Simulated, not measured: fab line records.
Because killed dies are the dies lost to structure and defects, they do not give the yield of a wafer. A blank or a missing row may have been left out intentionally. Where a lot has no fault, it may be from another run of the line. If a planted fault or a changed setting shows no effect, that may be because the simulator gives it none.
What tool caused it? :: flow n5 finfet :: 10 lots with 30 wafers sampled at 4 steps, on a route of 1938 steps

WHAT THE GAUGES SHOWED, per wafer
N5_BEOL_M15_RS_MEAS_54: a four-point-probe measurement.
lot: L782
measured: day 13 06:07
on: film metro-02
M15_RS (ohm/sq): 0.0209 0.0213 0.0215

lot: L785
measured: day 14 13:10
on: film metro-01
M15_RS (ohm/sq): 0.0221 0.0216 0.0221

lot: L787
measured: day 15 01:23
on: film metro-02
M15_RS (ohm/sq): 0.0220 0.0213 0.0220

lot: L788
measured: day 15 14:23
on: film metro-02
M15_RS (ohm/sq): 0.0212 0.0213 0.0212

lot: L789
measured: day 16 02:07
on: film metro-02
M15_RS (ohm/sq): 0.0216 0.0215 0.0211

lot: L791
measured: day 16 06:36
on: film metro-01
M15_RS (ohm/sq): 0.0216 0.0215 0.0211

lot: L798
measured: day 17 19:14
on: film metro-01
M15_RS (ohm/sq): 0.0211 0.0219 0.0214

lot: L800
measured: day 18 15:57
on: film metro-02
M15_RS (ohm/sq): 0.0208 0.0215 0.0214

lot: L804
measured: day 19 12:37
on: film metro-02
M15_RS (ohm/sq): 0.0207 0.0211 0.0208

lot: L805
measured: day 19 14:43
on: film metro-01
M15_RS (ohm/sq): 0.0218 0.0215 0.0218

N5_MIM_TOP_LITHO_INSPECT_12: inspects for defects (macro).
lot: L782
measured: day 13 09:04
on: defect inspect-01
raw defect count: 8 0 1

lot: L785
measured: day 14 16:09
on: defect inspect-02
raw defect count: 0 2 2

lot: L787
measured: day 15 07:16
on: defect inspect-02
raw defect count: 2 3 3

lot: L788
measured: day 15 17:07
on: defect inspect-01
raw defect count: >300 >300 >300

lot: L789
measured: day 16 05:55
on: defect inspect-02
raw defect count: 3 3 2

lot: L791
measured: day 16 11:13
on: defect inspect-01
raw defect count: >300 >300 >300

lot: L798
measured: day 18 00:28
on: defect inspect-02
raw defect count: 3 2 0

lot: L800
measured: day 18 22:14
on: defect inspect-02
raw defect count: 1 1 4

lot: L804
measured: day 19 17:49
on: defect inspect-01
raw defect count: 3 5 4

lot: L805
measured: day 19 17:56
on: defect inspect-02
raw defect count: 5 2 3

WHAT TOOL EACH LOT RAN ON (gives the tool, then ch and the chambers of the sampled wafers, and finally the start)
lot: L782
N5_BEOL_M15_SPUTTER_45: pvd sputter-01, day 13 04:29
N5_PASSIVATION_PECVD_00: pecvd-03 ch 0,1,2, day 13 07:08

lot: L785
N5_BEOL_M15_SPUTTER_45: pvd sputter-01, day 14 12:05
N5_PASSIVATION_PECVD_00: pecvd-04 ch 0,2, day 14 14:11

lot: L787
N5_BEOL_M15_SPUTTER_45: pvd sputter-01, day 15 00:18
N5_PASSIVATION_PECVD_00: pecvd-04 ch 1,2, day 15 02:23

lot: L788
N5_BEOL_M15_SPUTTER_45: pvd sputter-02, day 15 13:19
N5_PASSIVATION_PECVD_00: pecvd-04 ch 0,2, day 15 15:25

lot: L789
N5_BEOL_M15_SPUTTER_45: pvd sputter-03, day 16 01:01
N5_PASSIVATION_PECVD_00: pecvd-01 ch 0,1,2, day 16 03:08

lot: L791
N5_BEOL_M15_SPUTTER_45: pvd sputter-02, day 16 05:31
N5_PASSIVATION_PECVD_00: pecvd-04 ch 0,1,2, day 16 07:37

lot: L798
N5_BEOL_M15_SPUTTER_45: pvd sputter-02, day 17 18:10
N5_PASSIVATION_PECVD_00: pecvd-01 ch 1,2, day 17 20:16

lot: L800
N5_BEOL_M15_SPUTTER_45: pvd sputter-02, day 18 14:49
N5_PASSIVATION_PECVD_00: pecvd-01 ch 0,1,2, day 18 16:58

lot: L804
N5_BEOL_M15_SPUTTER_45: pvd sputter-02, day 19 11:31
N5_PASSIVATION_PECVD_00: pecvd-03 ch 0,1,2, day 19 13:38

lot: L805
N5_BEOL_M15_SPUTTER_45: pvd sputter-01, day 19 13:38
N5_PASSIVATION_PECVD_00: pecvd-04 ch 0,1,2, day 19 15:44
- N5_BEOL_M15_SPUTTER_45: material Cu, target thk 100 nm, time 16.67 s.
- N5_PASSIVATION_PECVD_00: deposits SiO2 from SiH4/N2O, target thk 200 nm, time 11.2 s.

AS READ BY THE TOOLS THEMSELVES (means over the sampled wafers that have a number; for cases with no such wafer, the mark the record gives instead)
N5_BEOL_M15_SPUTTER_45.
lot: L782
tool: pvd sputter-01
chamber pressure pa (Pa): 0.12999
chuck sensor temp C (C): -15.9
throttle valve pct (%): 30.1

lot: L785
tool: pvd sputter-01
chamber pressure pa (Pa): 0.13015
chuck sensor temp C (C): -16.0
throttle valve pct (%): 30.5

lot: L787
tool: pvd sputter-01
chamber pressure pa (Pa): 0.12983
chuck sensor temp C (C): -15.9
throttle valve pct (%): 29.5

lot: L788
tool: pvd sputter-02
chamber pressure pa (Pa): 0.12976
chuck sensor temp C (C): -15.8
throttle valve pct (%): 29.7

lot: L789
tool: pvd sputter-03
chamber pressure pa (Pa): 0.13005
chuck sensor temp C (C): -15.8
throttle valve pct (%): 29.3

lot: L791
tool: pvd sputter-02
chamber pressure pa (Pa): 0.12981
chuck sensor temp C (C): -15.5
throttle valve pct (%): 30.5

lot: L798
tool: pvd sputter-02
chamber pressure pa (Pa): 0.13024
chuck sensor temp C (C): -15.8
throttle valve pct (%): 29.6

lot: L800
tool: pvd sputter-02
chamber pressure pa (Pa): 0.13007
chuck sensor temp C (C): -15.9
throttle valve pct (%): 29.9

lot: L804
tool: pvd sputter-02
chamber pressure pa (Pa): 0.13019
chuck sensor temp C (C): -15.5
throttle valve pct (%): 30.4

lot: L805
tool: pvd sputter-01
chamber pressure pa (Pa): 0.13041
chuck sensor temp C (C): -16.0
throttle valve pct (%): 29.5

N5_PASSIVATION_PECVD_00.
lot: L782
tool: pecvd-03
heater power w (W): 637
rf fwd power W (W): 599.3
showerhead plenum p Torr (Torr): 8.17
throttle valve pct (%): 51

lot: L785
tool: pecvd-04
heater power w (W): 751
rf fwd power W (W): 603.3
showerhead plenum p Torr (Torr): 8.27
throttle valve pct (%): 52

lot: L787
tool: pecvd-04
heater power w (W): 707
rf fwd power W (W): 598.7
showerhead plenum p Torr (Torr): 8.10
throttle valve pct (%): 49

lot: L788
tool: pecvd-04
heater power w (W): 731
rf fwd power W (W): 601.2
showerhead plenum p Torr (Torr): 8.29
throttle valve pct (%): 51

lot: L789
tool: pecvd-01
heater power w (W): 630
rf fwd power W (W): 601.3
showerhead plenum p Torr (Torr): 8.32
throttle valve pct (%): 51

lot: L791
tool: pecvd-04
heater power w (W): 749
rf fwd power W (W): 600.3
showerhead plenum p Torr (Torr): 8.19
throttle valve pct (%): 51

lot: L798
tool: pecvd-01
heater power w (W): 664
rf fwd power W (W): 601.5
showerhead plenum p Torr (Torr): 8.35
throttle valve pct (%): 51

lot: L800
tool: pecvd-01
heater power w (W): 628
rf fwd power W (W): 601.4
showerhead plenum p Torr (Torr): 8.32
throttle valve pct (%): 51

lot: L804
tool: pecvd-03
heater power w (W): 635
rf fwd power W (W): 598.6
showerhead plenum p Torr (Torr): 8.16
throttle valve pct (%): 52

lot: L805
tool: pecvd-04
heater power w (W): 756
rf fwd power W (W): 600.3
showerhead plenum p Torr (Torr): 8.18
throttle valve pct (%): 51

THE ANSWER, worked out from the rows above alone
Rule: the usual values come from the lots themselves. Put in order of their means at a reading, lots are off if they are a third of the lots or fewer, leave a main group of 4 or more, and stand apart from it by a gap of 3 or more times the standard deviation of the main group's means; of several such gaps the widest counts. If all means in a main group match to the digits the tables above print for the reading, that group is not used. Also off: a lot with no number at a reading for which 4 or more lots have one. All remaining lots with rows at the step are treated as sound. Order of review: gauges by route order, followed by the tools' own readings, for which a lot's mean as printed above is used. The first step at which some lot is off is used, and at that step the reading that is off furthest; a lot without a number counts as furthest.
Off: L788, L791, at N5_MIM_TOP_LITHO_INSPECT_12 (raw defect count). Without a number there: L788, L791. Main group: mean 2.6, sd 0.83.
If a tool, at a process step before that reading, ran all the lots that are off and no sound lot after the first of them, it fits. Gauges at N5_MIM_TOP_LITHO_INSPECT_12: tried the same way as those tools. None of those tried fits.

WHAT THE SIMULATOR HAD PUT IN
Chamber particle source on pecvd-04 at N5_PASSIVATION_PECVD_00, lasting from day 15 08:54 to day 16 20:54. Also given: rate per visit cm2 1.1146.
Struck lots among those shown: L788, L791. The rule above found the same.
